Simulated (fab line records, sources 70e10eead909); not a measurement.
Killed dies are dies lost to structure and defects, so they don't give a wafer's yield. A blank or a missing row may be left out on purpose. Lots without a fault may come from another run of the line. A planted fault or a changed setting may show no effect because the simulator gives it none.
Which tool did it? | flow nand_harc | 24 lots, 72 wafers sampled, at 6 steps of a route of 1159

WHAT THE GAUGES READ, wafer by wafer
The record holds no reading of a measuring or inspecting step that can be judged against a usual standard deviation.

WHICH TOOL RAN EACH LOT (tool, then ch and the chambers of the sampled wafers, then the start)
lot  | NHARC_A_STAIRCASE_TRIM_187         | NHARC_A_STAIRCASE_ETCH_190     | NHARC_A_STAIRCASE_ETCH_194     | NHARC_A_STAIRCASE_ETCH_230     | NHARC_A_STAIRCASE_TRIM_231     | NHARC_A_STAIRCASE_TRIM_235
L076 | rie_diel-04 ch 1,2,3, day 11 07:07 | rie_diel-04 ch 0,1,3, no start | rie_diel-04 ch 0,2,3, no start | rie_diel-04 ch 0,2,3, no start | rie_diel-04 ch 0,2,3, no start | rie_diel-04 ch 0,2,3, no start
L075 | rie_diel-04 ch 0,1,2, day 11 08:44 | rie_diel-04 ch 0,1,2, no start | rie_diel-04 ch 0,1,3, no start | rie_diel-04 ch 0,2,3, no start | rie_diel-04 ch 1,2,3, no start | rie_diel-04 ch 1,2,3, no start
L074 | rie_diel-06 ch 0,1,3, day 11 12:04 | rie_diel-06 ch 0,2,3, no start | rie_diel-06 ch 0,1,2, no start | rie_diel-05 ch 0,2,3, no start | rie_diel-05 ch 1,2, no start   | rie_diel-05 ch 1,2, no start
L078 | rie_diel-06 ch 0,1, day 11 18:22   | rie_diel-06 ch 0,3, no start   | rie_diel-06 ch 0,3, no start   | rie_diel-04 ch 0,3, no start   | rie_diel-04 ch 2,3, no start   | rie_diel-04 ch 1,2,3, no start
L077 | rie_diel-04 ch 2,3, day 11 18:31   | rie_diel-04 ch 2,3, no start   | rie_diel-04 ch 0,1,3, no start | rie_diel-06 ch 0,2,3, no start | rie_diel-06 ch 1,2, no start   | rie_diel-06 ch 1,3, no start
L079 | rie_diel-04 ch 0,1,2, day 11 18:52 | rie_diel-04 ch 1,3, no start   | rie_diel-04 ch 1,2,3, no start | rie_diel-05 ch 0,1, no start   | rie_diel-05 ch 2,3, no start   | rie_diel-05 ch 0,1,2, no start
L080 | rie_diel-06 ch 1,2,3, day 12 10:01 | rie_diel-06 ch 0,2,3, no start | rie_diel-06 ch 1,2,3, no start | rie_diel-06 ch 1,2,3, no start | rie_diel-06 ch 1,2,3, no start | rie_diel-06 ch 0,2, no start
L082 | rie_diel-05 ch 0,2,3, day 12 10:34 | rie_diel-05 ch 1,2,3, no start | rie_diel-05 ch 0,3, no start   | rie_diel-04 ch 1,2,3, no start | rie_diel-04 ch 0,1,3, no start | rie_diel-04 ch 0,1, no start
L081 | rie_diel-04 ch 1,3, day 12 16:40   | rie_diel-04 ch 0,1, no start   | rie_diel-04 ch 0,1, no start   | rie_diel-05 ch 0,1,2, no start | rie_diel-05 ch 0,1,2, no start | rie_diel-05 ch 0,1,2, no start
L084 | rie_diel-05 ch 0,1, day 13 05:53   | rie_diel-05 ch 0,1, no start   | rie_diel-05 ch 1,2, no start   | rie_diel-06 ch 0,1,3, no start | rie_diel-06 ch 0,2,3, no start | rie_diel-06 ch 2,3, no start
L083 | rie_diel-06 ch 0,3, day 13 05:59   | rie_diel-06 ch 2,3, no start   | rie_diel-06 ch 0,3, no start   | rie_diel-06 ch 1,2, no start   | rie_diel-06 ch 0,1,3, no start | rie_diel-06 ch 0,1, no start
L085 | rie_diel-04 ch 0,2,3, day 14 05:47 | rie_diel-04 ch 0,2, no start   | rie_diel-04 ch 0,1,3, no start | rie_diel-05 ch 1,3, no start   | rie_diel-05 ch 0,1,3, no start | rie_diel-05 ch 0,2, no start
L087 | rie_diel-04 ch 0,1,3, day 14 07:31 | rie_diel-04 ch 1,2,3, no start | rie_diel-04 ch 0,2,3, no start | rie_diel-06 ch 0,2,3, no start | rie_diel-06 ch 0,1,3, no start | rie_diel-06 ch 0,1,2, no start
L088 | rie_diel-04 ch 0,1,3, day 14 11:37 | rie_diel-04 ch 1,2, no start   | rie_diel-04 ch 0,1,2, no start | rie_diel-04 ch 0,1,3, no start | rie_diel-04 ch 0,1,2, no start | rie_diel-04 ch 1,2,3, no start
L086 | rie_diel-06 ch 1,2, day 14 12:28   | rie_diel-06 ch 0,1,2, no start | rie_diel-06 ch 0,2,3, no start | rie_diel-04 ch 0,2, no start   | rie_diel-04 ch 1,2, no start   | rie_diel-04 ch 0,2,3, no start
L089 | rie_diel-05 ch 0,1,2, day 14 19:34 | rie_diel-05 ch 0,1,3, no start | rie_diel-05 ch 1,3, no start   | rie_diel-04 ch 0,1,2, no start | rie_diel-04 ch 1,2, no start   | rie_diel-04 ch 0,3, no start
L090 | rie_diel-05 ch 0,3, day 15 01:38   | rie_diel-05 ch 1,2,3, no start | rie_diel-05 ch 2,3, no start   | rie_diel-06 ch 0,1,3, no start | rie_diel-06 ch 0,1, no start   | rie_diel-06 ch 1,2, no start
L091 | rie_diel-04 ch 0,2,3, day 15 01:47 | rie_diel-04 ch 1,2,3, no start | rie_diel-04 ch 0,2,3, no start | rie_diel-04 ch 0,1,3, no start | rie_diel-04 ch 0,1,3, no start | rie_diel-04 ch 0,1,2, no start
L094 | rie_diel-04 ch 0,1, day 15 07:45   | rie_diel-04 ch 1,2, no start   | rie_diel-04 ch 0,2, no start   | rie_diel-06 ch 1,2,3, no start | rie_diel-06 ch 0,2,3, no start | rie_diel-06 ch 1,3, no start
L093 | rie_diel-06 ch 0,3, day 15 08:16   | rie_diel-06 ch 1,2,3, no start | rie_diel-06 ch 0,3, no start   | rie_diel-06 ch 1,2,3, no start | rie_diel-06 ch 0,3, no start   | rie_diel-06 ch 0,1,2, no start
L092 | rie_diel-04 ch 1,2,3, day 15 12:57 | rie_diel-04 ch 0,2,3, no start | rie_diel-04 ch 0,1,2, no start | rie_diel-06 ch 0,1,2, no start | rie_diel-06 ch 1,2,3, no start | rie_diel-06 ch 0,1,3, no start
L095 | rie_diel-04 ch 0,2,3, day 16 02:41 | rie_diel-04 ch 0,2,3, no start | rie_diel-04 ch 0,1,2, no start | rie_diel-06 ch 0,1, no start   | rie_diel-06 ch 0,1,3, no start | rie_diel-06 ch 0,3, no start
L096 | rie_diel-05 ch 0,1, day 16 17:34   | rie_diel-05 ch 1,2,3, no start | rie_diel-05 ch 0,2, no start   | rie_diel-04 ch 0,2,3, no start | rie_diel-04 ch 1,2, no start   | rie_diel-04 ch 0,2, no start
L097 | rie_diel-04 ch 1,2, day 16 22:25   | rie_diel-04 ch 0,1, no start   | rie_diel-04 ch 1,3, no start   | rie_diel-05 ch 2,3, no start   | rie_diel-05 ch 0,1,3, no start | rie_diel-05 ch 0,2,3, no start
- NHARC_A_STAIRCASE_TRIM_187: chemistry O2, time 211.2 s.
- NHARC_A_STAIRCASE_ETCH_190: etches the open film in C4F8/O2, target depth 100 nm, time 40.5 s.
- NHARC_A_STAIRCASE_ETCH_194: etches the open film in C4F8/O2, target depth 100 nm, time 40.5 s.
- NHARC_A_STAIRCASE_ETCH_230: etches the open film in C4F8/O2, target depth 100 nm, time 40.5 s.
- NHARC_A_STAIRCASE_TRIM_231: chemistry O2, time 211.2 s.
- NHARC_A_STAIRCASE_TRIM_235: chemistry O2, time 211.2 s.

WHAT THE TOOLS THEMSELVES READ (means of the sampled wafers that have a number; where no wafer has one, the mark that the record gives instead)
NHARC_A_STAIRCASE_TRIM_187. Usual: drypump_motor_current_A 5.67 A, standard deviation 0.28; oes_product_au 0.998 a.u., standard deviation 0.011; rf_vpp_V 57.8 V, standard deviation 0.9; showerhead_plenum_p_Torr 3.51 Torr, standard deviation 0.16; throttle_valve_pct 17.036 %, standard deviation 0.0093.
lot  | tool        | drypump_motor_current_A (A) | oes_product_au (a.u.) | rf_vpp_V (V) | showerhead_plenum_p_Torr (Torr) | throttle_valve_pct (%) | flag
L076 | rie_diel-04 | 5.51                        | 0.999                 | 58.2         | 3.55                            | 17.040                 |
L075 | rie_diel-04 | 5.79                        | 0.992                 | 58.1         | 3.57                            | 17.034                 |
L074 | rie_diel-06 | 5.76                        | 0.995                 | 57.8         | 3.51                            | 17.035                 |
L078 | rie_diel-06 | 5.64                        | 1.000                 | 58.3         | 3.38                            | 17.042                 |
L077 | rie_diel-04 | 5.43                        | 0.997                 | 58.1         | 3.44                            | 17.041                 |
L079 | rie_diel-04 | 5.78                        | 0.994                 | 57.8         | 3.56                            | 17.038                 |
L080 | rie_diel-06 | 5.97                        | 0.993                 | 57.7         | 3.54                            | 17.050                 |
L082 | rie_diel-05 | 5.57                        | 0.988                 | 57.9         | 3.62                            | 17.046                 |
L081 | rie_diel-04 | 5.60                        | 0.991                 | 58.0         | 3.64                            | 17.035                 |
L084 | rie_diel-05 | 5.51                        | 1.001                 | 57.8         | 3.44                            | 17.034                 |
L083 | rie_diel-06 | 5.52                        | 1.002                 | 56.5         | 3.43                            | 17.033                 |
L085 | rie_diel-04 | 5.60                        | 0.996                 | 57.5         | 3.42                            | 17.038                 |
L087 | rie_diel-04 | 5.70                        | 1.001                 | 57.4         | 3.53                            | 17.028                 |
L088 | rie_diel-04 | 5.67                        | 1.007                 | 57.7         | 3.53                            | 17.040                 |
L086 | rie_diel-06 | 6.07                        | 0.986                 | 58.6         | 3.48                            | 17.043                 |
L089 | rie_diel-05 | 5.61                        | 1.006                 | 58.2         | 3.51                            | 17.030                 |
L090 | rie_diel-05 | 5.56                        | 0.989                 | 57.6         | 3.49                            | 17.038                 |
L091 | rie_diel-04 | 5.59                        | 0.996                 | 58.4         | 3.42                            | 17.032                 |
L094 | rie_diel-04 | 5.94                        | 1.016                 | 58.1         | 3.53                            | 17.041                 |
L093 | rie_diel-06 | 5.64                        | 0.985                 | 57.0         | 3.55                            | 17.044                 |
L092 | rie_diel-04 | 5.51                        | 0.998                 | 58.0         | 3.53                            | 17.024                 |
L095 | rie_diel-04 | 5.59                        | 0.997                 | 57.6         | 3.41                            | 17.037                 |
L096 | rie_diel-05 | 5.56                        | 0.980                 | 57.2         | 3.39                            | 17.037                 |
L097 | rie_diel-04 | 5.62                        | 0.999                 | 57.8         | 3.55                            | 17.042                 |

NHARC_A_STAIRCASE_ETCH_190. Usual: oes_product_au 0.939 a.u., standard deviation 0.014; rf_vpp_V 896 V, standard deviation 5.9.
lot  | tool        | oes_product_au (a.u.) | rf_vpp_V (V) | flag
L076 | rie_diel-04 | 0.926                 | 897          |
L075 | rie_diel-04 | 0.934                 | 898          |
L074 | rie_diel-06 | 0.942                 | 894          |
L078 | rie_diel-06 | 0.953                 | 892          |
L077 | rie_diel-04 | 0.938                 | 892          |
L079 | rie_diel-04 | 0.935                 | 900          |
L080 | rie_diel-06 | 0.917                 | 893          |
L082 | rie_diel-05 | 0.957                 | 901          |
L081 | rie_diel-04 | 0.934                 | 901          |
L084 | rie_diel-05 | 0.930                 | 893          |
L083 | rie_diel-06 | 0.923                 | 898          |
L085 | rie_diel-04 | 0.951                 | 892          |
L087 | rie_diel-04 | 0.937                 | 896          |
L088 | rie_diel-04 | 0.928                 | 898          |
L086 | rie_diel-06 | 0.935                 | 891          |
L089 | rie_diel-05 | 0.942                 | 897          |
L090 | rie_diel-05 | 0.937                 | 901          |
L091 | rie_diel-04 | 0.939                 | 895          |
L094 | rie_diel-04 | 0.953                 | 901          |
L093 | rie_diel-06 | 0.933                 | 897          |
L092 | rie_diel-04 | 0.950                 | 892          |
L095 | rie_diel-04 | 0.953                 | 892          |
L096 | rie_diel-05 | 0.935                 | 901          |
L097 | rie_diel-04 | 0.951                 | 900          |

NHARC_A_STAIRCASE_ETCH_194. Usual: oes_product_au 0.939 a.u., standard deviation 0.012; rf_vpp_V 895 V, standard deviation 5.8.
lot  | tool        | oes_product_au (a.u.) | rf_vpp_V (V) | flag
L076 | rie_diel-04 | 0.934                 | 892          |
L075 | rie_diel-04 | 0.925                 | 896          |
L074 | rie_diel-06 | 0.948                 | 892          |
L078 | rie_diel-06 | 0.931                 | 898          |
L077 | rie_diel-04 | 0.931                 | 897          |
L079 | rie_diel-04 | 0.933                 | 897          |
L080 | rie_diel-06 | 0.932                 | 897          |
L082 | rie_diel-05 | 0.934                 | 901          |
L081 | rie_diel-04 | 0.926                 | 896          |
L084 | rie_diel-05 | 0.935                 | 899          |
L083 | rie_diel-06 | 0.929                 | 897          |
L085 | rie_diel-04 | 0.950                 | 895          |
L087 | rie_diel-04 | 0.939                 | 893          |
L088 | rie_diel-04 | 0.944                 | 897          |
L086 | rie_diel-06 | 0.923                 | 893          |
L089 | rie_diel-05 | 0.944                 | 900          |
L090 | rie_diel-05 | 0.945                 | 903          |
L091 | rie_diel-04 | 0.942                 | 892          |
L094 | rie_diel-04 | 0.942                 | 893          |
L093 | rie_diel-06 | 0.932                 | 896          |
L092 | rie_diel-04 | 0.942                 | 897          |
L095 | rie_diel-04 | 0.945                 | 896          |
L096 | rie_diel-05 | 0.939                 | 897          |
L097 | rie_diel-04 | 0.943                 | 894          |

NHARC_A_STAIRCASE_ETCH_230. Usual: oes_product_au 0.943 a.u., standard deviation 0.017; rf_vpp_V 895 V, standard deviation 5.8.
lot  | tool        | oes_product_au (a.u.) | rf_vpp_V (V) | flag
L076 | rie_diel-04 | 0.939                 | 892          |
L075 | rie_diel-04 | 0.936                 | 892          |
L074 | rie_diel-05 | 0.946                 | 900          |
L078 | rie_diel-04 | 0.945                 | 892          |
L077 | rie_diel-06 | 0.941                 | 893          |
L079 | rie_diel-05 | 0.929                 | 892          |
L080 | rie_diel-06 | 0.963                 | 897          |
L082 | rie_diel-04 | 0.932                 | 896          |
L081 | rie_diel-05 | 0.968                 | 896          |
L084 | rie_diel-06 | 0.920                 | 896          |
L083 | rie_diel-06 | 0.927                 | 895          |
L085 | rie_diel-05 | 0.975                 | 902          |
L087 | rie_diel-06 | 0.920                 | 893          |
L088 | rie_diel-04 | 0.944                 | 896          |
L086 | rie_diel-04 | 0.970                 | 894          |
L089 | rie_diel-04 | 0.940                 | 897          |
L090 | rie_diel-06 | 0.941                 | 895          |
L091 | rie_diel-04 | 0.958                 | 896          |
L094 | rie_diel-06 | 0.918                 | 895          |
L093 | rie_diel-06 | 0.919                 | 896          |
L092 | rie_diel-06 | 0.959                 | 891          |
L095 | rie_diel-06 | 0.951                 | 890          |
L096 | rie_diel-04 | 0.939                 | 893          |
L097 | rie_diel-05 | 0.956                 | 903          |

NHARC_A_STAIRCASE_TRIM_231. Usual: drypump_motor_current_A 5.69 A, standard deviation 0.29; oes_product_au 0.995 a.u., standard deviation 0.012; rf_vpp_V 57.8 V, standard deviation 0.91; showerhead_plenum_p_Torr 3.50 Torr, standard deviation 0.16; throttle_valve_pct 17.037 %, standard deviation 0.0093.
lot  | tool        | drypump_motor_current_A (A) | oes_product_au (a.u.) | rf_vpp_V (V) | showerhead_plenum_p_Torr (Torr) | throttle_valve_pct (%) | flag
L076 | rie_diel-04 | 5.60                        | 0.994                 | 59.0         | 3.44                            | 17.036                 |
L075 | rie_diel-04 | 5.53                        | 0.998                 | 57.3         | 3.55                            | 17.037                 |
L074 | rie_diel-05 | 5.64                        | 0.997                 | 58.4         | 3.64                            | 17.036                 |
L078 | rie_diel-04 | 5.44                        | 0.989                 | 58.4         | 3.44                            | 17.038                 |
L077 | rie_diel-06 | 6.09                        | 0.996                 | 57.6         | 3.49                            | 17.041                 |
L079 | rie_diel-05 | 5.63                        | 1.001                 | 57.8         | 3.74                            | 17.034                 |
L080 | rie_diel-06 | 5.96                        | 0.987                 | 58.3         | 3.54                            | 17.031                 |
L082 | rie_diel-04 | 5.68                        | 0.991                 | 58.4         | 3.53                            | 17.022                 |
L081 | rie_diel-05 | 5.61                        | 0.998                 | 57.8         | 3.52                            | 17.041                 |
L084 | rie_diel-06 | 5.75                        | 0.981                 | 57.6         | 3.46                            | 17.045                 |
L083 | rie_diel-06 | 5.74                        | 0.992                 | 57.9         | 3.50                            | 17.033                 |
L085 | rie_diel-05 | 5.49                        | 1.010                 | 57.2         | 3.54                            | 17.040                 |
L087 | rie_diel-06 | 5.78                        | 0.994                 | 57.3         | 3.50                            | 17.041                 |
L088 | rie_diel-04 | 5.78                        | 0.997                 | 58.1         | 3.55                            | 17.027                 |
L086 | rie_diel-04 | 5.62                        | 0.996                 | 57.5         | 3.56                            | 17.043                 |
L089 | rie_diel-04 | 5.62                        | 0.997                 | 58.3         | 3.56                            | 17.040                 |
L090 | rie_diel-06 | 5.89                        | 0.998                 | 57.4         | 3.44                            | 17.050                 |
L091 | rie_diel-04 | 5.68                        | 1.006                 | 58.2         | 3.52                            | 17.030                 |
L094 | rie_diel-06 | 5.77                        | 0.991                 | 57.6         | 3.45                            | 17.029                 |
L093 | rie_diel-06 | 5.66                        | 0.993                 | 58.4         | 3.55                            | 17.036                 |
L092 | rie_diel-06 | 5.98                        | 0.982                 | 58.0         | 3.53                            | 17.038                 |
L095 | rie_diel-06 | 5.74                        | 0.995                 | 57.3         | 3.49                            | 17.045                 |
L096 | rie_diel-04 | 5.62                        | 0.994                 | 57.2         | 3.55                            | 17.027                 |
L097 | rie_diel-05 | 5.49                        | 1.003                 | 57.0         | 3.53                            | 17.042                 |

NHARC_A_STAIRCASE_TRIM_235. Usual: drypump_motor_current_A 5.71 A, standard deviation 0.27; oes_product_au 0.996 a.u., standard deviation 0.012; rf_vpp_V 57.7 V, standard deviation 0.85; showerhead_plenum_p_Torr 3.51 Torr, standard deviation 0.16; throttle_valve_pct 17.036 %, standard deviation 0.0089.
lot  | tool        | drypump_motor_current_A (A) | oes_product_au (a.u.) | rf_vpp_V (V) | showerhead_plenum_p_Torr (Torr) | throttle_valve_pct (%) | flag
L076 | rie_diel-04 | 5.61                        | 0.998                 | 57.8         | 3.44                            | 17.032                 |
L075 | rie_diel-04 | 5.51                        | 0.985                 | 57.2         | 3.55                            | 17.041                 |
L074 | rie_diel-05 | 5.64                        | 1.005                 | 58.4         | 3.64                            | 17.032                 |
L078 | rie_diel-04 | 5.52                        | 0.990                 | 58.1         | 3.55                            | 17.025                 |
L077 | rie_diel-06 | 5.85                        | 0.986                 | 58.3         | 3.65                            | 17.024                 |
L079 | rie_diel-05 | 5.61                        | 0.994                 | 58.3         | 3.52                            | 17.038                 |
L080 | rie_diel-06 | 5.62                        | 1.008                 | 57.1         | 3.33                            | 17.028                 |
L082 | rie_diel-04 | 5.93                        | 0.991                 | 57.1         | 3.54                            | 17.036                 |
L081 | rie_diel-05 | 5.60                        | 0.991                 | 57.2         | 3.52                            | 17.043                 |
L084 | rie_diel-06 | 5.97                        | 0.988                 | 57.8         | 3.49                            | 17.034                 |
L083 | rie_diel-06 | 5.67                        | 1.003                 | 57.5         | 3.37                            | 17.037                 |
L085 | rie_diel-05 | 5.65                        | 0.994                 | 58.2         | 3.47                            | 17.040                 |
L087 | rie_diel-06 | 5.84                        | 0.992                 | 56.5         | 3.40                            | 17.037                 |
L088 | rie_diel-04 | 5.53                        | 1.005                 | 57.7         | 3.54                            | 17.039                 |
L086 | rie_diel-04 | 5.60                        | 1.001                 | 57.8         | 3.42                            | 17.033                 |
L089 | rie_diel-04 | 5.75                        | 1.005                 | 57.8         | 3.41                            | 17.039                 |
L090 | rie_diel-06 | 6.04                        | 0.989                 | 58.7         | 3.43                            | 17.040                 |
L091 | rie_diel-04 | 5.78                        | 1.009                 | 57.7         | 3.55                            | 17.040                 |
L094 | rie_diel-06 | 5.97                        | 0.987                 | 57.6         | 3.57                            | 17.027                 |
L093 | rie_diel-06 | 5.86                        | 0.990                 | 57.8         | 3.39                            | 17.038                 |
L092 | rie_diel-06 | 5.74                        | 0.993                 | 57.6         | 3.49                            | 17.033                 |
L095 | rie_diel-06 | 5.65                        | 0.988                 | 57.3         | 3.54                            | 17.033                 |
L096 | rie_diel-04 | 5.70                        | 0.986                 | 58.0         | 3.44                            | 17.034                 |
L097 | rie_diel-05 | 5.59                        | 1.003                 | 57.8         | 3.60                            | 17.039                 |

THE ANSWER, worked out from the rows above alone
Rule: a lot is off if the mean of its wafers that have a number lies more than 3 standard deviations from the usual mean. A lot without any number at a reading at which 4 lots or more have one is off too. The other lots that the step has rows for count as sound. The gauges are gone through in route order, then the tools' own readings, and for those a lot's mean is taken as printed above. The first step at which some lot is off is used, and at that step the reading that is off furthest; a lot without a number counts as furthest.
No lot is off at any reading shown: from this, nothing can be told.

WHAT THE SIMULATOR HAD PUT IN
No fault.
